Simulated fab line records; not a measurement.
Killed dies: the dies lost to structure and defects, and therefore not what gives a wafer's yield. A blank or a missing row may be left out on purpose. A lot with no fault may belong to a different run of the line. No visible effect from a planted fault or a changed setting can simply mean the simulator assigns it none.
fab line records	flow nand_harc
record: lots: 24	wafers: 72	last_day: 33
route steps=1302 shown A_ZERO_WELL@412 A_CHANNEL_HOLE_D1@471 A_CHANNEL_FILL_D1@494
lots that met no fault: from a run of the same line without faults
start_h: hours from the record's opening day to when the first of the lot's shown wafers began	wait_h: hours elapsed since this lot's preceding step	" as in the row above	L1.1+2: several wafers, shown together as one row	- either no value or no given start	* or withheld: withheld	< > ~ a bound
route shown NAME@n: names a module that has steps shown in the file, with the first one's number in the route	usual: mean and standard deviation over wafers with no fault	same: alike in all rows	chamber/n: place in a boat	sites: per-site readings	_std_site: standard deviation of those values	_edge_site: the outer-site mean with the inner-site mean subtracted	radius_mm: for every site, how far away it sits from the centre of the wafer	mask NAME#n: copy n	behind: the tool/chamber that last shaped the wafer	hold: what put the lot on hold/how long, in hours/how the hold closed	device: names the non-switching transistor (n, p or np)	end of line: tests of these same wafers at the route's end	a step with no rows: only its recipe	killed: the dies lost at the first sort to structure and to defects; this is not the yield of the wafer	map: the dies of a wafer, with x for killed, . for not killed, _ for no die there
set.NAME: the setting the step ran with; set.NAME@STEP: the setting that earlier step ran with	model.NAME: the simulator's own value behind a step, which no gauge read
the route's steps for a sample of lots (tables are steps, rows are wafers)
services: the hour from which a tool's chamber was out of use, counted from the record's first day as start_h (under 0 if before that day), plus the number of hours and why
== steps ==
step: NHARC_A_ZERO_WELL_INSPECT_17
usual: raw_defect_count: 9/5.5
lot.wafer	tool	chamber	start_h	wait_h	raw_defect_count
L074.1	defect_inspect-02	-	142.74	0.2	14
L074.5	"	-	"	"	18
L074.6	"	-	"	"	20
L075.1	defect_inspect-01	-	143.99	0.2	4
L075.3	"	-	"	"	5
L075.4	"	-	"	"	5
L077.1	defect_inspect-02	-	169.02	0.2	5
L077.2	"	-	"	"	5
L077.6	"	-	"	"	3
L076.1	defect_inspect-02	-	171.07	0.2	13
L076.3	"	-	"	"	8
L076.5	"	-	"	"	10
L078.2	defect_inspect-01	-	182.70	0.1	7
L078.4	"	-	"	"	4
L078.5	"	-	"	"	3
L079.3	defect_inspect-02	-	191.56	0.1	27
L079.5	"	-	"	"	20
L079.6	"	-	"	"	11
L080.1	defect_inspect-01	-	196.98	0.2	4
L080.4	"	-	"	"	7
L080.5	"	-	"	"	8
L081.3	defect_inspect-02	-	215.13	0.1	9
L081.4	"	-	"	"	8
L081.5	"	-	"	"	6
L082.1	defect_inspect-02	-	215.50	0.2	9
L082.3	"	-	"	"	13
L082.6	"	-	"	"	7
L083.1	defect_inspect-02	-	229.15	0.2	6
L083.4	"	-	"	"	4
L083.5	"	-	"	"	4
L084.3	defect_inspect-02	-	241.10	0.1	6
L084.4	"	-	"	"	5
L084.6	"	-	"	"	14
L085.3	defect_inspect-02	-	248.20	0.1	7
L085.5	"	-	"	"	6
L085.6	"	-	"	"	3
L086.2	defect_inspect-02	-	259.73	0.1	22
L086.4	"	-	"	"	14
L086.5	"	-	"	"	13
L087.2	defect_inspect-02	-	270.22	0.1	6
L087.5	"	-	"	"	8
L087.6	"	-	"	"	1
L088.4	defect_inspect-01	-	284.64	0.1	6
L088.5	"	-	"	"	3
L088.6	"	-	"	"	9
L089.4	defect_inspect-02	-	295.43	0.1	12
L089.5	"	-	"	"	7
L089.6	"	-	"	"	8
L090.2	defect_inspect-02	-	309.38	0.1	4
L090.4	"	-	"	"	3
L090.5	"	-	"	"	8
L091.2	defect_inspect-01	-	311.65	0.1	18
L091.3	"	-	"	"	9
L091.5	"	-	"	"	5
L092.3	defect_inspect-01	-	318.62	0.1	21
L092.5	"	-	"	"	10
L092.6	"	-	"	"	6
L093.1	defect_inspect-01	-	330.00	0.2	13
L093.5	"	-	"	"	12
L093.6	"	-	"	"	5
L094.2	defect_inspect-01	-	335.89	0.1	7
L094.4	"	-	"	"	3
L094.6	"	-	"	"	6
L095.3	defect_inspect-02	-	359.03	0.1	8
L095.5	"	-	"	"	18
L095.6	"	-	"	"	9
L096.2	defect_inspect-01	-	362.98	0.1	9
L096.3	"	-	"	"	15
L096.5	"	-	"	"	6
L097.2	defect_inspect-01	-	366.32	0.1	6
L097.3	"	-	"	"	11
L097.5	"	-	"	"	4
step: NHARC_A_CHANNEL_HOLE_D1_ETCH_19
recipe: bias_v: 1200	source_w: 2500	pressure_mtorr: 15	time_s: 34.5	ar_flow_sccm: 375	c4f8_flow_sccm: 28.8	o2_flow_sccm: 96.2	temp_c: -20	target_depth_a: *	chemistry: C4F8/O2/Ar
usual: drypump_motor_current_A: 5.7/0.31	rf_fwd_power_W: 2451/12	showerhead_plenum_p_Torr: 3.65/0.077	throttle_valve_pct: 37.038/0.0089
lot.wafer	tool	chamber	start_h	wait_h	drypump_motor_current_A	rf_fwd_power_W	rf_hours_counter_h	showerhead_plenum_p_Torr	throttle_valve_pct
L075.1	har_etch-01	0	182.04	1.3	5.4	2444	77	3.74	37.033
L075.4	"	1	"	"	5.5	2451	-	3.60	37.033
L075.3	"	0	"	"	5.4	2440	-	3.74	37.029
L074.1	har_etch-02	1	185.03	2.7	5.7	2447	303	3.65	37.044
L074.6	"	0	"	"	6.2	2446	-	3.71	37.033
L074.5	"	1	"	"	5.7	2440	-	3.65	37.051
L077.1	har_etch-01	0	213.39	2.3	5.4	2451	96	3.73	37.043
L077.2	"	1	"	"	5.5	2467	96	3.59	37.034
L077.6	"	1	"	"	5.5	2477	-	3.59	37.043
L076.1	har_etch-02	0	215.45	0.1	6.2	2458	322	3.70	37.051
L076.3	"	0	"	"	6.2	2452	-	3.70	37.050
L076.5	"	0	"	"	6.2	2459	-	3.70	37.040
L078.2	har_etch-02	1	221.59	0.1	5.7	2436	326	3.64	37.037
L078.4	"	0	"	"	6.2	2453	-	3.70	37.051
L078.5	"	1	"	"	5.7	2439	-	3.64	37.037
L079.3	har_etch-02	1	232.11	0.1	5.7	2453	-	3.64	37.047
L079.6	"	0	"	"	6.2	2446	-	3.70	37.037
L079.5	"	1	"	"	5.7	2436	-	3.64	37.029
L080.1	har_etch-01	1	241.26	0.1	5.5	2474	115	3.58	37.040
L080.4	"	0	"	"	5.4	2449	-	3.72	37.040
L080.5	"	0	"	"	5.4	2439	-	3.72	37.034
L081.3	har_etch-01	1	258.50	0.1	5.5	2456	-	3.58	37.023
L081.4	"	0	"	"	5.4	2449	-	3.72	37.050
L081.5	"	0	"	"	5.4	2444	-	3.72	37.033
L082.1	har_etch-02	0	259.48	0.1	6.2	2445	345	3.69	37.033
L082.3	"	0	"	"	6.2	2445	-	3.69	37.038
L082.6	"	0	"	"	6.2	2450	-	3.69	37.033
L083.1	har_etch-02	1	276.33	0.1	5.7	2435	345	3.63	37.048
L083.4	"	1	"	"	5.7	2427	-	3.63	37.034
L083.5	"	0	"	"	6.2	2449	-	3.68	37.030
L084.3	har_etch-01	1	281.96	0.1	5.5	2463	-	3.57	37.048
L084.4	"	0	"	"	5.4	2442	-	3.71	37.034
L084.6	"	1	"	"	5.5	2468	-	3.57	37.039
L085.3	har_etch-02	0	288.33	0.1	6.2	2454	-	3.68	37.032
L085.6	"	0	"	"	6.2	2444	-	3.68	37.042
L085.5	"	1	"	"	5.7	2440	-	3.63	37.035
L086.2	har_etch-02	0	297.92	0.1	6.2	2442	372	3.67	37.030
L086.4	"	0	"	"	6.2	2444	-	3.67	37.038
L086.5	"	0	"	"	6.2	2451	-	3.67	37.037
L087.2	har_etch-02	0	314.19	0.1	6.2	2461	379	3.67	37.036
L087.6	"	0	"	"	6.2	2458	-	3.67	37.019
L087.5	"	1	"	"	5.7	2447	-	3.62	37.042
L088.4	har_etch-01	1	324.57	1.7	5.5	2463	-	3.56	37.042
L088.6	"	1	"	"	5.5	2462	-	3.56	37.032
L088.5	"	0	"	"	5.4	2441	-	3.69	37.046
L089.4	har_etch-01	1	344.29	5.3	5.5	2471	-	3.55	37.038
L089.5	"	0	"	"	5.4	2458	-	3.69	37.043
L089.6	"	1	"	"	5.5	2470	-	3.55	37.037
L091.2	har_etch-01	1	349.13	0.1	5.5	2471	176	3.55	37.033
L091.3	"	1	"	"	5.5	2472	-	3.55	37.037
L091.5	"	1	"	"	5.5	2465	-	3.55	37.059
L090.2	har_etch-02	1	352.85	3.3	5.7	2423	391	3.61	37.029
L090.4	"	0	"	"	6.2	2444	-	3.66	37.037
L090.5	"	0	"	"	6.2	2453	-	3.66	37.036
L092.3	har_etch-01	0	361.27	2.9	5.4	2446	-	3.68	37.042
L092.6	"	0	"	"	5.4	2462	-	3.68	37.037
L092.5	"	1	"	"	5.5	2468	-	3.54	37.033
L093.1	har_etch-01	0	368.03	0.1	5.4	2458	191	3.68	37.042
L093.6	"	0	"	"	5.4	2454	-	3.68	37.016
L093.5	"	1	"	"	5.5	2465	-	3.54	37.042
L094.2	har_etch-01	0	380.29	0.1	5.4	2439	199	3.67	37.041
L094.4	"	1	"	"	5.5	2472	-	3.53	37.054
L094.6	"	1	"	"	5.5	2465	-	3.53	37.053
L095.3	har_etch-01	1	397.84	0.7	5.5	2469	-	3.53	37.049
L095.6	"	1	"	"	5.5	2464	-	3.53	37.022
L095.5	"	0	"	"	5.4	2435	-	3.66	37.040
L097.2	har_etch-02	1	404.77	0.1	5.7	2433	8	3.98	37.039
L097.3	"	1	"	"	5.7	2432	-	3.98	37.035
L097.5	"	1	"	"	5.7	2440	-	3.98	37.041
L096.2	har_etch-01	1	406.18	1.1	5.5	2472	222	3.52	37.032
L096.3	"	1	"	"	5.5	2462	-	3.52	37.040
L096.5	"	1	"	"	5.5	2478	-	3.52	37.030
step: NHARC_A_CHANNEL_HOLE_D1_ETCH_20
recipe: bias_v: 3000	source_w: withheld	pressure_mtorr: 20	time_s: 361.9	ar_flow_sccm: 375	c4f8_flow_sccm: 89.3	o2_flow_sccm: 35.7	temp_c: -20	target_depth_a: 16000	chemistry: C4F8/O2/Ar
usual: drypump_motor_current_A: 5.7/0.31	showerhead_plenum_p_Torr: 3.61/0.074	throttle_valve_pct: 32.154/0.01
lot.wafer	tool	chamber	start_h	wait_h	drypump_motor_current_A	rf_hours_counter_h	showerhead_plenum_p_Torr	throttle_valve_pct
L075.1	har_etch-01	0	182.19	0.1	5.4	77	3.70	32.160
L075.4	"	1	"	"	5.5	-	3.56	32.161
L075.3	"	0	"	"	5.4	-	3.70	32.150
L074.1	har_etch-02	1	185.18	0.1	5.7	303	3.61	32.157
L074.6	"	0	"	"	6.2	-	3.67	32.155
L074.5	"	1	"	"	5.7	-	3.61	32.167
L077.1	har_etch-01	0	213.50	0.1	5.4	96	3.69	32.164
L077.2	"	1	"	"	5.5	96	3.55	32.140
L077.6	"	1	"	"	5.5	-	3.55	32.152
L076.1	har_etch-02	0	215.56	0.1	6.2	322	3.66	32.168
L076.3	"	0	"	"	6.2	-	3.66	32.157
L076.5	"	0	"	"	6.2	-	3.66	32.139
L078.2	har_etch-02	1	221.70	0.1	5.7	326	3.60	32.146
L078.4	"	0	"	"	6.2	-	3.66	32.169
L078.5	"	1	"	"	5.7	-	3.60	32.157
L079.3	har_etch-02	1	232.33	0.2	5.7	-	3.60	32.173
L079.6	"	0	"	"	6.2	-	3.66	32.164
L079.5	"	1	"	"	5.7	-	3.60	32.143
L080.1	har_etch-01	1	241.41	0.1	5.5	115	3.54	32.141
L080.4	"	0	"	"	5.4	-	3.68	32.158
L080.5	"	0	"	"	5.4	-	3.68	32.150
L081.3	har_etch-01	1	258.68	0.2	5.5	-	3.54	32.152
L081.4	"	0	"	"	5.4	-	3.67	32.180
L081.5	"	0	"	"	5.4	-	3.67	32.165
L082.1	har_etch-02	0	259.71	0.2	6.2	345	3.65	32.154
L082.3	"	0	"	"	6.2	-	3.65	32.165
L082.6	"	0	"	"	6.2	-	3.65	32.147
L083.1	har_etch-02	1	276.48	0.1	5.7	345	3.59	32.149
L083.4	"	1	"	"	5.7	-	3.59	32.150
L083.5	"	0	"	"	6.2	-	3.64	32.158
L084.3	har_etch-01	1	282.14	0.2	5.5	-	3.53	32.153
L084.4	"	0	"	"	5.4	-	3.66	32.172
L084.6	"	1	"	"	5.5	-	3.53	32.141
L085.3	har_etch-02	0	288.51	0.2	6.2	-	3.64	32.133
L085.6	"	0	"	"	6.2	-	3.64	32.156
L085.5	"	1	"	"	5.7	-	3.59	32.159
L086.2	har_etch-02	0	298.06	0.1	6.2	372	3.63	32.143
L086.4	"	0	"	"	6.2	-	3.64	32.158
L086.5	"	0	"	"	6.2	-	3.63	32.138
L087.2	har_etch-02	0	314.31	0.1	6.2	379	3.63	32.148
L087.6	"	0	"	"	6.2	-	3.63	32.160
L087.5	"	1	"	"	5.7	-	3.58	32.155
L088.4	har_etch-01	1	324.75	0.2	5.5	-	3.52	32.164
L088.6	"	1	"	"	5.5	-	3.52	32.134
L088.5	"	0	"	"	5.4	-	3.65	32.145
L089.4	har_etch-01	1	344.50	0.2	5.5	-	3.51	32.155
L089.5	"	0	"	"	5.4	-	3.65	32.153
L089.6	"	1	"	"	5.5	-	3.51	32.167
L091.2	har_etch-01	1	349.24	0.1	5.5	176	3.51	32.161
L091.3	"	1	"	"	5.5	-	3.51	32.157
L091.5	"	1	"	"	5.5	-	3.51	32.148
L090.2	har_etch-02	1	352.96	0.1	5.7	391	3.57	32.175
L090.4	"	0	"	"	6.2	-	3.62	32.162
L090.5	"	0	"	"	6.2	-	3.62	32.131
L092.3	har_etch-01	0	361.45	0.2	5.4	-	3.64	32.156
L092.6	"	0	"	"	5.4	-	3.64	32.149
L092.5	"	1	"	"	5.5	-	3.51	32.155
L093.1	har_etch-01	0	368.14	0.1	5.4	191	3.64	32.137
L093.6	"	0	"	"	5.4	-	3.64	32.151
L093.5	"	1	"	"	5.5	-	3.50	32.153
L094.2	har_etch-01	0	380.41	0.1	5.4	199	3.63	32.153
L094.4	"	1	"	"	5.5	-	3.50	32.160
L094.6	"	1	"	"	5.5	-	3.50	32.168
L095.3	har_etch-01	1	398.02	0.2	5.5	-	3.49	32.169
L095.6	"	1	"	"	5.5	-	3.49	32.149
L095.5	"	0	"	"	5.4	-	3.62	32.150
L097.2	har_etch-02	1	404.91	0.1	5.7	8	3.93	32.153
L097.3	"	1	"	"	5.7	-	3.93	32.168
L097.5	"	1	"	"	5.7	-	3.93	32.136
L096.2	har_etch-01	1	406.32	0.1	5.5	222	3.49	32.144
L096.3	"	1	"	"	5.5	-	3.49	32.171
L096.5	"	1	"	"	5.5	-	3.49	32.150
step: NHARC_A_CHANNEL_HOLE_D1_ETCH_21
recipe: bias_v: 3000	source_w: withheld	pressure_mtorr: 20	time_s: 514.3	ar_flow_sccm: 375	c4f8_flow_sccm: 89.3	o2_flow_sccm: 35.7	temp_c: -20	target_depth_a: 16000	chemistry: C4F8/O2/Ar
usual: drypump_motor_current_A: 5.7/0.31	showerhead_plenum_p_Torr: 3.61/0.074	throttle_valve_pct: 32.154/0.0089
lot.wafer	tool	chamber	start_h	wait_h	drypump_motor_current_A	rf_hours_counter_h	showerhead_plenum_p_Torr	throttle_valve_pct
L075.1	har_etch-01	0	182.52	0.3	5.4	77	3.70	32.153
L075.4	"	1	"	"	5.5	-	3.56	32.168
L075.3	"	0	"	"	5.4	-	3.70	32.153
L074.1	har_etch-02	1	185.52	0.3	5.7	303	3.61	32.152
L074.6	"	0	"	"	6.2	-	3.67	32.151
L074.5	"	1	"	"	5.7	-	3.61	32.160
L077.1	har_etch-01	0	213.82	0.3	5.4	96	3.69	32.158
L077.2	"	1	"	"	5.5	96	3.55	32.156
L077.6	"	1	"	"	5.5	-	3.55	32.141
L076.1	har_etch-02	0	215.88	0.3	6.2	322	3.66	32.160
L076.3	"	0	"	"	6.2	-	3.66	32.153
L076.5	"	0	"	"	6.2	-	3.66	32.161
L078.2	har_etch-02	1	222.01	0.3	5.7	326	3.60	32.160
L078.4	"	0	"	"	6.2	-	3.66	32.164
L078.5	"	1	"	"	5.7	-	3.60	32.154
L079.3	har_etch-02	1	232.70	0.3	5.7	-	3.60	32.147
L079.6	"	0	"	"	6.2	-	3.65	32.153
L079.5	"	1	"	"	5.7	-	3.60	32.154
L080.1	har_etch-01	1	241.74	0.3	5.5	115	3.54	32.155
L080.4	"	0	"	"	5.4	-	3.68	32.162
L080.5	"	0	"	"	5.4	-	3.68	32.155
L081.3	har_etch-01	1	259.04	0.3	5.5	-	3.54	32.157
L081.4	"	0	"	"	5.4	-	3.67	32.147
L081.5	"	0	"	"	5.4	-	3.68	32.165
L082.1	har_etch-02	0	260.33	0.5	6.2	345	3.65	32.151
L082.3	"	0	"	"	6.2	-	3.65	32.163
L082.6	"	0	"	"	6.2	-	3.65	32.158
L083.1	har_etch-02	1	276.82	0.3	5.7	345	3.59	32.146
L083.4	"	1	"	"	5.7	-	3.59	32.170
L083.5	"	0	"	"	6.2	-	3.64	32.150
L084.3	har_etch-01	1	282.50	0.3	5.5	-	3.53	32.149
L084.4	"	0	"	"	5.4	-	3.66	32.144
L084.6	"	1	"	"	5.5	-	3.53	32.147
L085.3	har_etch-02	0	288.86	0.3	6.2	-	3.64	32.155
L085.6	"	0	"	"	6.2	-	3.64	32.154
L085.5	"	1	"	"	5.7	-	3.59	32.162
L086.2	har_etch-02	0	298.40	0.3	6.2	372	3.63	32.158
L086.4	"	0	"	"	6.2	-	3.63	32.149
L086.5	"	0	"	"	6.2	-	3.63	32.165
L087.2	har_etch-02	0	314.62	0.3	6.2	380	3.63	32.168
L087.6	"	0	"	"	6.2	-	3.63	32.148
L087.5	"	1	"	"	5.7	-	3.58	32.166
L088.4	har_etch-01	1	325.11	0.3	5.5	-	3.52	32.131
L088.6	"	1	"	"	5.5	-	3.52	32.147
L088.5	"	0	"	"	5.4	-	3.65	32.156
L089.4	har_etch-01	1	344.88	0.3	5.5	-	3.51	32.167
L089.5	"	0	"	"	5.4	-	3.65	32.155
L089.6	"	1	"	"	5.5	-	3.51	32.168
L091.2	har_etch-01	1	349.55	0.3	5.5	176	3.51	32.149
L091.3	"	1	"	"	5.5	-	3.51	32.152
L091.5	"	1	"	"	5.5	-	3.51	32.158
L090.2	har_etch-02	1	353.28	0.3	5.7	391	3.57	32.153
L090.4	"	0	"	"	6.2	-	3.62	32.152
L090.5	"	0	"	"	6.2	-	3.62	32.155
L092.3	har_etch-01	0	361.81	0.3	5.4	-	3.64	32.161
L092.6	"	0	"	"	5.4	-	3.64	32.141
L092.5	"	1	"	"	5.5	-	3.51	32.150
L093.1	har_etch-01	0	368.45	0.3	5.4	192	3.64	32.155
L093.6	"	0	"	"	5.4	-	3.64	32.138
L093.5	"	1	"	"	5.5	-	3.50	32.151
L094.2	har_etch-01	0	380.72	0.3	5.4	199	3.63	32.141
L094.4	"	1	"	"	5.5	-	3.50	32.136
L094.6	"	1	"	"	5.5	-	3.50	32.163
L095.3	har_etch-01	1	398.37	0.3	5.5	-	3.49	32.135
L095.6	"	1	"	"	5.5	-	3.49	32.153
L095.5	"	0	"	"	5.4	-	3.62	32.149
L097.2	har_etch-02	1	405.24	0.3	5.7	8	3.93	32.137
L097.3	"	1	"	"	5.7	-	3.93	32.172
L097.5	"	1	"	"	5.7	-	3.93	32.162
L096.2	har_etch-01	1	406.66	0.3	5.5	222	3.49	32.166
L096.3	"	1	"	"	5.5	-	3.49	32.160
L096.5	"	1	"	"	5.5	-	3.49	32.149
step: NHARC_A_CHANNEL_HOLE_D1_ETCH_22
recipe: bias_v: 3000	source_w: withheld	pressure_mtorr: 20	time_s: 666.7	ar_flow_sccm: 375	c4f8_flow_sccm: 89.3	o2_flow_sccm: 35.7	temp_c: -20	target_depth_a: 16000	chemistry: C4F8/O2/Ar
usual: drypump_motor_current_A: 5.7/0.31	showerhead_plenum_p_Torr: 3.61/0.074	throttle_valve_pct: 32.157/0.0093
lot.wafer	tool	chamber	start_h	wait_h	drypump_motor_current_A	rf_hours_counter_h	showerhead_plenum_p_Torr	throttle_valve_pct
L075.1	har_etch-01	0	182.98	0.4	5.4	77	3.70	32.159
L075.4	"	1	"	"	5.5	-	3.56	32.164
L075.3	"	0	"	"	5.4	-	3.70	32.151
L074.1	har_etch-02	1	185.98	0.4	5.7	304	3.61	32.160
L074.6	"	0	"	"	6.2	-	3.67	32.144
L074.5	"	1	"	"	5.7	-	3.61	32.151
L077.1	har_etch-01	0	214.26	0.4	5.4	96	3.69	32.151
L077.2	"	1	"	"	5.5	96	3.55	32.162
L077.6	"	1	"	"	5.5	-	3.55	32.176
L076.1	har_etch-02	0	216.32	0.4	6.2	323	3.66	32.142
L076.3	"	0	"	"	6.2	-	3.66	32.143
L076.5	"	0	"	"	6.2	-	3.66	32.153
L078.2	har_etch-02	1	222.45	0.4	5.7	327	3.60	32.177
L078.4	"	0	"	"	6.2	-	3.66	32.162
L078.5	"	1	"	"	5.7	-	3.60	32.167
L079.3	har_etch-02	1	233.21	0.4	5.7	-	3.60	32.171
L079.6	"	0	"	"	6.2	-	3.66	32.152
L079.5	"	1	"	"	5.7	-	3.60	32.159
L080.1	har_etch-01	1	242.20	0.4	5.5	115	3.54	32.161
L080.4	"	0	"	"	5.4	-	3.68	32.166
L080.5	"	0	"	"	5.4	-	3.68	32.153
L081.3	har_etch-01	1	259.53	0.4	5.5	-	3.54	32.148
L081.4	"	0	"	"	5.4	-	3.67	32.166
L081.5	"	0	"	"	5.4	-	3.67	32.170
L082.1	har_etch-02	0	261.21	0.7	6.2	346	3.65	32.147
L082.3	"	0	"	"	6.2	-	3.65	32.161
L082.6	"	0	"	"	6.2	-	3.65	32.175
L083.1	har_etch-02	1	277.29	0.4	5.7	346	3.59	32.156
L083.4	"	1	"	"	5.7	-	3.59	32.158
L083.5	"	0	"	"	6.2	-	3.64	32.164
L084.3	har_etch-01	1	282.98	0.4	5.5	-	3.53	32.171
L084.4	"	0	"	"	5.4	-	3.66	32.147
L084.6	"	1	"	"	5.5	-	3.53	32.134
L085.3	har_etch-02	0	289.35	0.4	6.2	-	3.64	32.156
L085.6	"	0	"	"	6.2	-	3.64	32.161
L085.5	"	1	"	"	5.7	-	3.59	32.151
L086.2	har_etch-02	0	298.86	0.4	6.2	372	3.63	32.168
L086.4	"	0	"	"	6.2	-	3.63	32.146
L086.5	"	0	"	"	6.2	-	3.63	32.156
L087.2	har_etch-02	0	315.07	0.4	6.2	380	3.63	32.146
L087.6	"	0	"	"	6.2	-	3.63	32.165
L087.5	"	1	"	"	5.7	-	3.58	32.153
L088.4	har_etch-01	1	325.60	0.4	5.5	-	3.52	32.156
L088.6	"	1	"	"	5.5	-	3.52	32.162
L088.5	"	0	"	"	5.4	-	3.65	32.160
L089.4	har_etch-01	1	345.38	0.4	5.5	-	3.51	32.152
L089.5	"	0	"	"	5.4	-	3.65	32.148
L089.6	"	1	"	"	5.5	-	3.51	32.139
L091.2	har_etch-01	1	349.99	0.4	5.5	177	3.51	32.158
L091.3	"	1	"	"	5.5	-	3.51	32.155
L091.5	"	1	"	"	5.5	-	3.51	32.141
L090.2	har_etch-02	1	353.73	0.4	5.7	392	3.57	32.149
L090.4	"	0	"	"	6.2	-	3.62	32.163
L090.5	"	0	"	"	6.2	-	3.62	32.156
L092.3	har_etch-01	0	362.29	0.4	5.4	-	3.64	32.165
L092.6	"	0	"	"	5.4	-	3.64	32.165
L092.5	"	1	"	"	5.5	-	3.51	32.167
L093.1	har_etch-01	0	368.90	0.4	5.4	192	3.63	32.161
L093.6	"	0	"	"	5.4	-	3.63	32.157
L093.5	"	1	"	"	5.5	-	3.50	32.152
L094.2	har_etch-01	0	381.16	0.4	5.4	200	3.63	32.160
L094.4	"	1	"	"	5.5	-	3.50	32.162
L094.6	"	1	"	"	5.5	-	3.50	32.144
L095.3	har_etch-01	1	398.86	0.4	5.5	-	3.49	32.153
L095.6	"	1	"	"	5.5	-	3.49	32.155
L095.5	"	0	"	"	5.4	-	3.62	32.165
L097.2	har_etch-02	1	405.70	0.4	5.7	8	3.93	32.156
L097.3	"	1	"	"	5.7	-	3.93	32.152
L097.5	"	1	"	"	5.7	-	3.93	32.164
L096.2	har_etch-01	1	407.11	0.4	5.5	223	3.49	32.158
L096.3	"	1	"	"	5.5	-	3.49	32.145
L096.5	"	1	"	"	5.5	-	3.49	32.157
step: NHARC_A_CHANNEL_FILL_D1_ALD_14
recipe: target_thk_a: 25	pulse_time_s: 10	ald_cycles: 25	temp_c: 300	material: SiO2
usual: heater_power_w: 486/60	precursor_pulse_height_rel: 1.003/0.019
lot.wafer	tool	chamber	start_h	wait_h	heater_power_w	precursor_pulse_height_rel
L075.1	ald_hk-02	2	194.91	0.0	532	0.976
L075.4	"	0	"	"	385	0.987
L075.3	"	1	"	"	593	1.019
L074.1	ald_hk-01	3	198.19	0.1	377	1.008
L074.6	"	1	"	"	509	0.997
L074.5	"	2	"	"	491	1.032
L076.3	ald_hk-02	3	226.74	0.0	500	1.008
L076.1	"	0	"	"	381	0.985
L076.5	"	0	"	"	391	1.013
L077.2	ald_hk-01	2	226.74	0.0	488	0.999
L077.1	"	1	"	"	506	1.007
L077.6	"	2	"	"	488	1.033
L078.2	ald_hk-03	2	234.53	0.0	478	0.988
L078.4	"	0	"	"	521	0.973
L078.5	"	2	"	"	481	1.041
L079.3	ald_hk-02	3	245.05	0.1	526	1.026
L079.5	"	1	"	"	593	1.031
L079.6	"	2	"	"	541	1.008
L080.1	ald_hk-03	0	254.37	0.1	536	1.001
L080.4	"	1	"	"	465	1.016
L080.5	"	3	"	"	540	1.025
L081.3	ald_hk-02	1	271.45	0.1	594	0.995
L081.4	"	3	"	"	509	0.997
L081.5	"	0	"	"	384	1.018
L082.1	ald_hk-01	1	276.62	0.0	520	1.000
L082.3	"	0	"	"	435	1.042
L082.6	"	2	"	"	488	1.009
L083.4	ald_hk-03	1	289.71	0.0	469	1.016
L083.1	"	3	"	"	542	1.028
L083.5	"	2	"	"	474	1.014
L084.3	ald_hk-02	0	295.22	0.0	379	0.971
L084.4	"	1	"	"	591	0.998
L084.6	"	0	"	"	386	0.998
L085.3	ald_hk-03	1	302.21	0.1	468	0.967
L085.5	"	0	"	"	523	1.018
L085.6	"	1	"	"	469	1.008
L086.4	ald_hk-03	3	311.38	0.1	550	0.998
L086.2	"	0	"	"	524	1.004
L086.5	"	2	"	"	483	0.995
L087.2	ald_hk-03	1	327.95	0.8	463	1.009
L087.6	"	1	"	"	471	1.015
L087.5	"	2	"	"	482	0.982
L088.4	ald_hk-01	2	338.27	0.2	490	0.989
L088.6	"	3	"	"	377	1.016
L088.5	"	0	"	"	458	1.019
L089.4	ald_hk-03	3	357.54	0.1	543	0.986
L089.5	"	2	"	"	477	0.998
L089.6	"	3	"	"	546	0.976
L091.3	ald_hk-02	3	362.17	0.2	492	1.006
L091.2	"	2	"	"	532	0.996
L091.5	"	0	"	"	382	0.986
L090.4	ald_hk-01	3	366.23	0.0	393	1.033
L090.2	"	2	"	"	489	1.007
L090.5	"	3	"	"	383	1.023
L092.3	ald_hk-03	1	374.38	0.3	464	1.005
L092.5	"	0	"	"	519	1.027
L092.6	"	1	"	"	460	1.013
L093.1	ald_hk-02	2	381.01	0.2	522	1.003
L093.5	"	3	"	"	507	1.005
L093.6	"	0	"	"	393	1.033
L094.2	ald_hk-01	0	393.28	0.1	458	0.988
L094.4	"	1	"	"	506	0.988
L094.6	"	3	"	"	384	1.006
L095.3	ald_hk-02	1	411.40	0.7	600	1.025
L095.6	"	2	"	"	522	1.019
L095.5	"	3	"	"	499	1.010
L097.2	ald_hk-02	3	418.57	0.0	516	0.977
L097.3	"	0	"	"	390	0.978
L097.5	"	3	"	"	494	0.963
L096.2	ald_hk-01	3	418.61	0.1	383	1.033
L096.3	"	1	"	"	505	1.001
L096.5	"	2	"	"	493	1.013
== services ==
tool	chamber	start_h	hours	kind
har_etch-01	-	168.96	5.4	repair
ald_hk-02	-	174.17	10.0	pm
ald_hk-02	0	174.17	10.0	vent_cycle
ald_hk-02	-	205.02	0.9	repair
ald_hk-03	-	212.78	10.0	pm
har_etch-02	1	257.87	-	consumable_replace:focus_ring
har_etch-02	1	257.87	17.0	scheduled_down
har_etch-02	1	257.87	17.0	vent_cycle
ald_hk-03	-	269.97	0.5	repair
ald_hk-01	-	297.23	10.0	pm
har_etch-02	0	331.41	-	consumable_replace:focus_ring
har_etch-02	0	331.41	17.0	scheduled_down
har_etch-02	0	331.41	17.0	vent_cycle
har_etch-02	-	337.22	2.1	repair
ald_hk-02	-	352.17	10.0	pm
har_etch-02	-	377.00	17.0	pm
har_etch-02	0	377.00	17.0	vent_cycle
har_etch-02	1	377.00	17.0	vent_cycle
ald_hk-01	-	382.46	0.3	repair
ald_hk-03	-	390.78	10.0	pm
har_etch-02	0	394.00	-	clean
har_etch-02	1	394.00	-	clean
har_etch-02	1	394.00	-	consumable_replace:focus_ring
har_etch-02	1	394.00	-	consumable_replace:showerhead
== key ==
fault none
